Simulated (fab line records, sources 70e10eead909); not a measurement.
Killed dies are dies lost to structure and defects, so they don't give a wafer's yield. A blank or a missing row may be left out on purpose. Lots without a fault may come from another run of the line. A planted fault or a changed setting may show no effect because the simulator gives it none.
fab line records | flow nand_harc
record lots=5 wafers=15 last_day=24
route steps=1159 shown P_ZERO_WELL@14 END@1159
lots that met no fault: from a run of the same line without faults
start_h: hours from the record's first day to the start of the lot's first wafer shown | wait_h: hours since the lot's step before | " the same as in the row above | L1.1+2: a row that stands for several wafers | - no value, or no start given | * or withheld: withheld | < > ~ a bound
route shown NAME@n: a module of which the file shows steps, and the number in the route of the first | usual: mean/standard deviation of fault-free wafers | same: alike in all rows | chamber/n: place in a boat | sites: the reading at each site | _std_site: their standard deviation | _edge_site: outer sites' mean less inner sites' | radius_mm: how far each site lies from the wafer's centre | mask NAME#n: copy n | behind: the tool/chamber that last shaped the wafer | hold: why the lot was held/for how many hours/how that ended | device: the transistor (n, p or np) that didn't switch | end of line: the same wafers' tests at the end of the route | a step without rows: its recipe alone | killed: dies lost to structure and defects at the first sort, not the wafer's yield | map: a wafer's dies, x killed, . not, _ none there
set.NAME: the setting as run; set.NAME@STEP: as run at that earlier step | model.NAME: the simulator's own value behind a step, which no gauge read
lots at some steps of the route; a table a step, a row a wafer
services: from which hour (start_h, from the record's first day; less than 0 if before it) a tool's chamber was out of use, for how many hours, and why
## steps
# step NHARC_P_ZERO_WELL_CD_MEAS_11
# recipe target_cd_nm=500 landing_energy_ev=500
# usual cd_nm=499.8/1.4
# columns lot.wafer tool chamber start_h wait_h cd_nm
L346.1 cd_sem-02 0 19.35 - 499.1
L346.3 " 0 " " 498.5
L346.5 " 0 " " 498.9
L356.2 cd_sem-03 0 79.24 - 499.0
L356.4 " 0 " " 500.0
L356.5 " 0 " " 499.2
L365.1 cd_sem-02 0 133.23 - 500.3
L365.2 " 0 " " 500.1
L365.3 " 0 " " 498.4
L366.1 cd_sem-03 0 139.27 - 498.0
L366.3 " 0 " " 498.3
L366.4 " 0 " " 499.1
L368.1 cd_sem-02 0 151.12 - 498.6
L368.2 " 0 " " 498.7
L368.5 " 0 " " 500.4
# step NHARC_P_ZERO_WELL_HARDBAKE_12
# recipe temp_c=118 time_s=65
# step NHARC_P_ZERO_WELL_DESCUM_13
# recipe time_s=3 o2_flow_sccm=200 ar_flow_sccm=0 bias_power_w=0 chemistry=O2
# usual drypump_motor_current_A=5.8/0.33 o2_flow_sccm=200.0/0.64 oes_product_au=1.001/0.0078 rf_vpp_V=57.8/0.76 showerhead_plenum_p_Torr=1.91/0.088 throttle_valve_pct=11.313/0.0097
# columns lot.wafer tool chamber start_h wait_h drypump_motor_current_A o2_flow_sccm oes_product_au rf_hours_counter_h rf_vpp_V showerhead_plenum_p_Torr throttle_valve_pct
L346.1 rie_diel-05 2 19.53 - 6.0 200.9 0.998 1.0 58.2 1.92 11.309
L346.3 " 3 " " 5.6 199.4 0.996 0.7 59.3 2.06 11.311
L346.5 " 0 " " 5.8 199.1 1.007 - 58.5 1.86 11.311
L356.4 rie_diel-05 1 79.40 - 5.1 198.9 0.992 6.1 58.6 1.80 11.327
L356.2 " 0 " " 5.8 200.3 0.989 5.4 58.1 1.85 11.315
L356.5 " 2 " " 6.0 200.2 0.990 - 58.0 1.92 11.310
L365.1 rie_diel-10 3 133.39 - 5.9 201.0 0.989 7.6 56.5 1.79 11.305
L365.3 " 0 " " 5.8 200.7 0.996 8.0 58.5 2.01 11.318
L365.2 " 2 " " 6.0 200.7 1.002 8.2 56.6 1.84 11.319
L366.3 rie_diel-11 1 139.44 - 6.2 199.3 1.005 8.0 58.2 1.84 11.322
L366.1 " 2 " " 5.9 200.6 1.012 7.2 58.1 2.02 11.324
L366.4 " 0 " " 6.1 199.4 1.001 - 57.2 1.89 11.316
L368.2 rie_diel-10 0 151.27 - 5.8 199.6 1.009 10.2 58.3 2.01 11.294
L368.1 " 1 " " 5.2 199.6 1.005 11.4 58.2 1.95 11.308
L368.5 " 1 " " 5.2 198.8 1.014 - 58.0 1.95 11.313
# step NHARC_P_ZERO_WELL_ETCH_65
# recipe target_depth_a=800 overetch_a=240 time_s=87.88 ion_energy_ev=200 n2_flow_sccm=150 h2_flow_sccm=150 ar_flow_sccm=0 rf_w=400 bias_w=150 chemistry=N2/H2
# usual bias_w=149.9/0.45 drypump_motor_current_A=5.8/0.35 oes_product_au=1.001/0.0088 rf_vpp_V=430.7/2.8 showerhead_plenum_p_Torr=2.04/0.096 throttle_valve_pct=14.171/0.0085
# columns lot.wafer tool chamber start_h wait_h bias_w drypump_motor_current_A oes_product_au rf_hours_counter_h rf_vpp_V showerhead_plenum_p_Torr throttle_valve_pct
L346.1 rie_diel-05 1 19.60 0.1 149.8 5.1 0.998 1.0 427.2 1.92 14.162
L346.3 " 0 " " 150.8 5.8 0.990 0.8 427.9 1.98 14.163
L346.5 " 1 " " 149.9 5.1 0.999 - 427.9 1.92 14.175
L356.2 rie_diel-05 0 79.48 0.1 149.5 5.8 1.005 5.4 428.1 1.98 14.163
L356.4 " 3 " " 150.0 5.6 0.989 4.1 433.7 2.20 14.171
L356.5 " 0 " " 150.0 5.8 0.994 - 429.4 1.98 14.163
L365.1 rie_diel-10 3 133.48 0.1 149.3 6.0 1.002 7.7 427.3 1.91 14.176
L365.2 " 0 " " 151.0 5.8 1.006 8.0 434.3 2.14 14.172
L365.3 " 1 " " 149.4 5.2 1.014 8.8 430.9 2.08 14.173
L366.3 rie_diel-11 1 139.54 0.1 150.3 6.3 1.013 8.0 427.7 1.96 14.154
L366.1 " 0 " " 149.5 6.1 1.013 7.6 430.9 2.02 14.161
L366.4 " 1 " " 150.4 6.3 1.002 - 429.6 1.96 14.183
L368.2 rie_diel-10 0 151.38 0.1 150.1 5.8 0.995 10.2 434.1 2.14 14.180
L368.1 " 3 " " 150.2 5.9 1.003 9.5 426.4 1.90 14.192
L368.5 " 0 " " 150.0 5.8 1.009 - 432.8 2.14 14.175
# step NHARC_P_ZERO_WELL_ETCH_62
# recipe target_depth_a=130 time_s=6.5 chf3_flow_sccm=50 ar_flow_sccm=200 rf_w=500 bias_w=200 chemistry=CHF3/Ar
# usual bias_w=200.0/0.57 drypump_motor_current_A=5.8/0.33 oes_product_au=0.962/0.013 rf_vpp_V=370.9/2.4 showerhead_plenum_p_Torr=2.36/0.1 throttle_valve_pct=20.217/0.009
# columns lot.wafer tool chamber start_h wait_h bias_w drypump_motor_current_A oes_product_au rf_hours_counter_h rf_vpp_V showerhead_plenum_p_Torr throttle_valve_pct
L346.1 rie_diel-05 3 - - 201.3 5.7 0.922 0.8 374.0 2.52 20.216
L346.3 " 1 " " 199.7 5.1 0.932 1.1 368.5 2.21 20.214
L346.5 " 0 " " 200.8 5.8 0.936 - 368.4 2.28 20.222
L356.2 rie_diel-05 2 - - 198.9 6.0 0.954 6.1 370.8 2.36 20.225
L356.4 " 1 " " 199.7 5.1 0.949 6.1 368.2 2.21 20.208
L356.5 " 3 " " 199.9 5.6 0.965 - 375.0 2.51 20.218
L365.2 rie_diel-10 0 - - 199.8 5.8 0.956 8.0 371.9 2.46 20.209
L365.1 " 2 " " 199.4 6.0 0.961 8.2 366.8 2.25 20.217
L365.3 " 3 " " 199.3 5.9 0.958 7.7 366.9 2.20 20.200
L366.3 rie_diel-11 1 - - 200.5 6.2 0.974 8.0 368.2 2.25 20.213
L366.1 " 2 " " 199.9 5.9 0.971 7.2 374.4 2.47 20.229
L366.4 " 1 " " 200.0 6.2 0.979 - 368.5 2.25 20.210
L368.1 rie_diel-10 1 - - 200.5 5.2 0.966 11.4 372.3 2.38 20.228
L368.2 " 0 " " 199.4 5.8 0.962 10.2 373.6 2.45 20.208
L368.5 " 1 " " 201.2 5.2 0.959 - 371.0 2.38 20.218
# step NHARC_P_ZERO_WELL_ETCH_63
# recipe target_depth_a=1200 time_s=40.1 hbr_flow_sccm=150 cl2_flow_sccm=50 rf_w=400 icp_w=400 bias_w=100 chemistry=HBr/Cl2
# usual bias_w=99.97/0.27 drypump_motor_current_A=5.8/0.64 oes_product_au=0.999/0.0067 throttle_valve_pct=26.405/0.0089
# columns lot.wafer tool chamber start_h wait_h bias_w drypump_motor_current_A oes_product_au rf_hours_counter_h throttle_valve_pct
L346.3 rie_si-05 2 20.22 - 100.10 6.0 1.006 1.0 26.409
L346.1 " 1 " " 99.52 6.6 1.003 1.0 26.416
L346.5 " 3 " " 99.77 5.5 1.005 - 26.420
L356.2 rie_si-03 2 79.65 - 99.67 4.9 1.004 0.9 26.402
L356.4 " 3 " " 99.91 5.4 1.006 0.9 26.413
L356.5 " 2 " " 99.56 4.9 0.994 - 26.405
L365.2 rie_si-05 3 133.65 - 99.96 5.5 1.000 0.5 26.382
L365.1 " 1 " " 100.18 6.5 0.998 0.6 26.406
L365.3 " 2 " " 100.19 6.0 0.997 0.6 26.402
L366.1 rie_si-03 0 139.75 - 100.07 5.6 0.998 1.5 26.408
L366.4 " 1 " " 100.08 5.6 0.998 1.1 26.408
L366.3 " 2 " " 99.98 4.9 0.995 1.4 26.390
L368.1 rie_si-01 2 151.57 - 100.43 6.8 0.995 0.1 26.404
L368.2 " 1 " " 99.93 5.1 1.001 0.1 26.385
L368.5 " 2 " " 99.93 6.8 0.995 - 26.415
# step NHARC_P_ZERO_WELL_STRIP_15
# recipe time_s=900 temp_c=130 chemistry=SPM
# step NHARC_P_ZERO_WELL_DEHYDRATE_16
# recipe temp_c=150 time_s=120
# step NHARC_P_ZERO_WELL_HMDS_17
# recipe time_s=30
# step NHARC_P_ZERO_WELL_COAT_18
# recipe spin_rpm=withheld
# step NHARC_P_ZERO_WELL_SOFTBAKE_19
# recipe temp_c=122 time_s=95
# step NHARC_P_ZERO_WELL_EBR_20
# step NHARC_P_ZERO_WELL_EXPOSE_21
# recipe na=0.6 target_cd_nm=720 dose_mj=22.31 mask_id=P_NWELL
# usual exposure_dose_mJ_cm2=22.314/0.023
# columns lot.wafer tool chamber start_h wait_h mask exposure_dose_mJ_cm2
L346.1 krf_scanner-02 0 20.99 - P_NWELL#0 22.318
L346.3 " 0 " " P_NWELL#0 22.338
L346.5 " 0 " " P_NWELL#0 22.315
L356.2 krf_scanner-02 0 80.43 - P_PWELL#0 22.298
L356.4 " 0 " " P_PWELL#0 22.335
L356.5 " 0 " " P_PWELL#0 22.313
L365.1 krf_scanner-02 0 134.29 - P_NWELL#0 22.270
L365.2 " 0 " " P_NWELL#0 22.273
L365.3 " 0 " " P_NWELL#0 22.279
L366.1 krf_scanner-01 0 140.50 - P_NWELL#0 22.307
L366.3 " 0 " " P_NWELL#0 22.331
L366.4 " 0 " " P_NWELL#0 22.320
L368.1 krf_scanner-02 0 152.23 - P_NWELL#0 22.309
L368.2 " 0 " " P_NWELL#0 22.303
L368.5 " 0 " " P_NWELL#0 22.310
# step NHARC_P_ZERO_WELL_PEB_22
# recipe peb_temp_c=118 peb_time_s=85
# step NHARC_P_ZERO_WELL_DEVELOP_23
# recipe time_s=70
# step NHARC_P_ZERO_WELL_CD_MEAS_24
# recipe target_cd_nm=720 landing_energy_ev=500
# usual cd_nm=720.4/1.2
# columns lot.wafer tool chamber start_h wait_h cd_nm
L346.1 cd_sem-03 0 21.15 - 721.8
L346.3 " 0 " " 723.6
L346.5 " 0 " " 721.1
L356.2 cd_sem-01 0 80.59 - -
L356.4 " 0 " " -
L356.5 " 0 " " -
L365.1 cd_sem-02 0 134.45 - 721.2
L365.2 " 0 " " 718.5
L365.3 " 0 " " 720.7
L366.1 cd_sem-02 0 140.66 - 720.3
L366.3 " 0 " " 720.6
L366.4 " 0 " " 721.5
L368.1 cd_sem-03 0 152.38 - 719.8
L368.2 " 0 " " 721.4
L368.5 " 0 " " 719.8
# step NHARC_P_ZERO_WELL_HARDBAKE_25
# recipe temp_c=125 time_s=80
# step NHARC_END_SORT_01
# recipe temp_c=25
# usual killed_at_array=27/11 killed_at_other=0.7/0.93 killed_at_periphery=2.9/1.9 killed_dies=30/11 killed_open=3.1/1.7 killed_short=1.9/1.3
# same gross_dies=677
# columns lot.wafer tool chamber start_h wait_h killed_at_array killed_at_other killed_at_periphery killed_dies killed_open killed_short
L356.2 prober-01 0 523.82 2.8 20 0 657 677 4 2
L356.4 prober-01 0 525.44 3.4 22 0 655 677 5 3
L356.5 prober-01 0 526.25 3.7 23 0 654 677 3 2
# killed by level:class
L356.2 P_ZERO_WELL:area_expose=657 A_CHANNEL_HOLE_D1:chamber_film_flake=5 A_STAIRCASE:chamber_film_flake=4 A_ZERO_WELL:chamber_film_flake=3 A_CONTACT:geometric_particle:open=2 A_CHANNEL_FILL_D1:geometric_particle:short=1 A_WL_FILL:geometric_particle:open=1 A_CONTACT:geometric_particle:short=1
L356.4 P_ZERO_WELL:area_expose=653 A_CHANNEL_HOLE_D1:chamber_film_flake=6 A_ZERO_WELL:chamber_film_flake=3 A_STAIRCASE:chamber_film_flake=3 A_CONTACT:chamber_film_flake=3 P_M0:geometric_particle:open=1 A_ONON_D1:geometric_particle:short=1 A_CHANNEL_HOLE_D1:geometric_particle:short=1
L356.5 P_ZERO_WELL:area_expose=652 A_STAIRCASE:chamber_film_flake=9 A_CHANNEL_HOLE_D1:chamber_film_flake=5 A_CHANNEL_FILL_D1:geometric_particle:short=2 P_M1:chamber_film_flake=2 A_ZERO_WELL:chamber_film_flake=2 A_ONON_D1:geometric_particle:open=1 A_CONTACT:geometric_particle:open=1
# map L356.2 (x killed, . not)
____________x____________
_________xxxxxxx_________
_______xxxxxxxxxxx_______
______xxxxxxxxxxxxx______
_____xxxxxxxxxxxxxxx_____
____xxxxxxxxxxxxxxxxx____
____xxxxxxxxxxxxxxxxx____
___xxxxxxxxxxxxxxxxxxx___
___xxxxxxxxxxxxxxxxxxx___
__xxxxxxxxxxxxxxxxxxxxx__
__xxxxxxxxxxxxxxxxxxxxx__
_xxxxxxxxxxxxxxxxxxxxxxx_
_xxxxxxxxxxxxxxxxxxxxxxx_
_xxxxxxxxxxxxxxxxxxxxxxx_
_xxxxxxxxxxxxxxxxxxxxxxx_
_xxxxxxxxxxxxxxxxxxxxxxx_
xxxxxxxxxxxxxxxxxxxxxxxxx
xxxxxxxxxxxxxxxxxxxxxxxxx
xxxxxxxxxxxxxxxxxxxxxxxxx
xxxxxxxxxxxxxxxxxxxxxxxxx
xxxxxxxxxxxxxxxxxxxxxxxxx
_xxxxxxxxxxxxxxxxxxxxxxx_
_xxxxxxxxxxxxxxxxxxxxxxx_
_xxxxxxxxxxxxxxxxxxxxxxx_
_xxxxxxxxxxxxxxxxxxxxxxx_
_xxxxxxxxxxxxxxxxxxxxxxx_
__xxxxxxxxxxxxxxxxxxxxx__
__xxxxxxxxxxxxxxxxxxxxx__
___xxxxxxxxxxxxxxxxxxx___
___xxxxxxxxxxxxxxxxxxx___
____xxxxxxxxxxxxxxxxx____
____xxxxxxxxxxxxxxxxx____
_____xxxxxxxxxxxxxxx_____
______xxxxxxxxxxxxx______
_______xxxxxxxxxxx_______
_________xxxxxxx_________
____________x____________
# map L365.2 (x killed, . not)
____________.____________
_________......._________
_______..........._______
______.............______
_____..............._____
____.................____
____.................____
___...................___
___...................___
__.....................__
__..x..................__
_.....................x._
_......................._
_x.........x............_
_.........xx.x.........._
_..........x............_
.x..........x............
............x............
x.......x..x...........x.
.........................
x..x..............x.....x
_.......x..............._
_.x..................x.._
_..............x........_
_.............x.x......._
_......................._
__.....................__
__....x................__
___...................___
___...................___
____.................____
____.x...............____
_____x.............._____
______.............______
_______..........._______
_________......._________
____________.____________
## services
# columns tool chamber start_h hours kind
rie_diel-10 - -0.44 9.0 pm
rie_si-05 0 4.04 2.0 repair
rie_diel-11 - 12.59 9.0 pm
rie_diel-10 1 17.22 1.5 repair
rie_si-03 1 19.30 12.7 repair
rie_si-05 3 30.81 22.5 repair
krf_scanner-02 - 38.00 4.0 pm
rie_diel-05 3 44.58 7.6 repair
rie_diel-11 0 58.41 2.0 repair
rie_si-05 - 62.00 9.0 pm
krf_scanner-01 - 70.32 0.6 repair
rie_diel-10 2 72.20 15.8 repair
krf_scanner-01 - 84.00 4.0 pm
rie_si-05 - 86.05 0.8 repair
krf_scanner-02 - 94.89 2.5 repair
rie_diel-11 2 94.90 7.3 repair
rie_diel-10 3 102.31 4.6 repair
krf_scanner-02 - 105.24 1.7 repair
rie_diel-10 - 118.42 4.4 repair
rie_si-01 - 127.00 9.0 pm
rie_diel-11 3 139.44 3.0 repair
rie_si-03 1 141.62 11.7 repair
rie_diel-10 2 151.03 6.8 repair
rie_diel-05 - 151.26 0.7 repair
## key
first_sign step=NHARC_P_ZERO_WELL_EXPOSE_21 reading=mask direction=changed
effect step=NHARC_P_ZERO_WELL_CD_MEAS_24 reading=cd_nm direction=missing
effect step=NHARC_END_SORT_01 reading=killed_at_periphery direction=up sigmas=99+ usual=2.9 struck=655.3
more_kills_born_at NHARC_P_ZERO_WELL_EXPOSE_21@krf_scanner-02=1962
met_at NHARC_P_ZERO_WELL_EXPOSE_21
struck_wafers L356.2,L356.4,L356.5
later_rows_left_out L356.2,L356.4,L356.5
tester_left_out L356
onset_between 20.99 80.43
fault kind=wrong_mask tool=any chamber=- onset_h=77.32 steps=NHARC_P_ZERO_WELL_EXPOSE_21 aux_copy=P_PWELL#0 scope=struck_lots_only
# tester_left_out: of these lots the tester's yield and bins aren't shown, on N5 and GAA mostly nor the transistor test; their killed dies are dies lost to structure and defects alone, not to doping, threshold or leakage, so they don't give the yield
# later_rows_left_out: the simulator's readings of these wafers behind a module that went badly wrong aren't trusted and aren't shown, but for the sort
